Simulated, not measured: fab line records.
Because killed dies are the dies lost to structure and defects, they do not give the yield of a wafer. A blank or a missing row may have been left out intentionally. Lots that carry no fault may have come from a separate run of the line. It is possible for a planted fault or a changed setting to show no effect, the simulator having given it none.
A single fault, viewed from 3 desks ; flow n5Finfet ; each desk holds nothing but its own numbers, with what lay behind them at the end

THE DEFECT DESK
For each lot, the counts of the inspections along the route, averaged over the sampled wafers that have a number. The brackets show how far a lot's mean lies from the usual mean; more than 4 standard deviations puts the lot out of limits, marked OUT.
Columns: A = rawDefectCount at N5_BEOL_M9_INSPECT_13, usual 463
lot;first seen here;A
L337;day 9 16:08;458
L338;day 9 19:05;508
L339;day 10 03:57;408
L343;day 10 23:18;473
L345;day 11 01:23;358
L347;day 11 23:41;356
L350;day 12 17:55;454
L351;day 12 18:37;473
L357;day 14 15:38;449
L360;day 15 03:48;585
Result from this desk: across the 10 lots, nothing is out of limits.

FOR THE TOOL OWNER'S DESK: euvScanner-02
The tool's own readings at N5_BEOL_M9_EXPOSE_25 (exposes mask V8): means of the sampled wafers that have a number, for each lot that ran on this tool. The brackets show how far a lot's mean lies from the usual mean; more than 4 standard deviations puts the lot out of limits, marked OUT.
Columns: A = exposureDoseMJCm2 at N5_BEOL_M9_EXPOSE_25, usual 37.18; B = focusOffsetNm at N5_BEOL_M9_EXPOSE_25, usual 0.0 nm
lot;first seen here;A;B
L337;day 9 17:23;37.16;0.4
L338;day 9 20:16;37.14;-0.1
L339;day 10 05:07;37.18;-0.4
L343;day 10 23:58;35.14 (-36) OUT;0.1
L345;day 11 03:35;35.52 (-29) OUT;0.6
Finding of this desk: L343, L345 out of limits; the first was L343 at day 10 23:58, on exposureDoseMJCm2 at N5_BEOL_M9_EXPOSE_25. L337, L338, L339 stayed within limits.

FROM THE METROLOGY DESK
What the gauges read for every lot (on any tool): the sampled wafers with a number, averaged. The brackets show how far a lot's mean lies from the usual mean; more than 4 standard deviations puts the lot out of limits, marked OUT.
Columns: A = cdNm at N5_BEOL_M9_CD_MEAS_11, usual 63.8 nm; B = cdNm at N5_BEOL_M9_CD_MEAS_28, usual 70.00 nm
lot;first seen here;A;B
L337;day 9 16:05;64.5;70.11
L338;day 9 19:02;64.4;70.27
L339;day 10 03:53;63.7;69.53
L343;day 10 23:15;64.7;68.76 (-4.8) OUT
L345;day 11 01:20;63.6;69.00
L347;day 11 23:38;62.9;70.21
L350;day 12 17:52;62.6;70.12
L351;day 12 18:34;63.6;70.18
L357;day 14 15:35;62.9;69.85
L360;day 15 03:44;63.2;69.78
Finding of this desk: L343 out of limits; the first was L343 at day 11 00:05, on cdNm at N5_BEOL_M9_CD_MEAS_28. L337, L338, L339, L345, L347, L350, L351, L357, L360 stayed within limits.

BROUGHT TOGETHER
An alarm could have come from the tool owner's desk at day 10 23:58, on L343, L345.
On L343, the metrology desk was in a position to raise an alarm at day 11 00:05.
No out-of-limits result turned up at the defect desk.
The defect desk has L343, L345 on record, within its limits.
The metrology desk has L345 on record, within its limits.
All the named lots went through N5_BEOL_M9_EXPOSE_25 on euvScanner-02.

WHAT WAS PUT IN BY THE SIMULATOR
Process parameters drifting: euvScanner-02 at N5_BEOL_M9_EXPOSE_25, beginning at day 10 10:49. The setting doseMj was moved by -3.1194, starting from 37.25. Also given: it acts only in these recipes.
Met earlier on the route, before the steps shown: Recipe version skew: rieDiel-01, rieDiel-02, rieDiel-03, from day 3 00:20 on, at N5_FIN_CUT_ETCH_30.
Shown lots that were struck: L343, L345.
Fault start to first reading out of limits, in hours, per desk: tool owner, 13; metrology, 13.
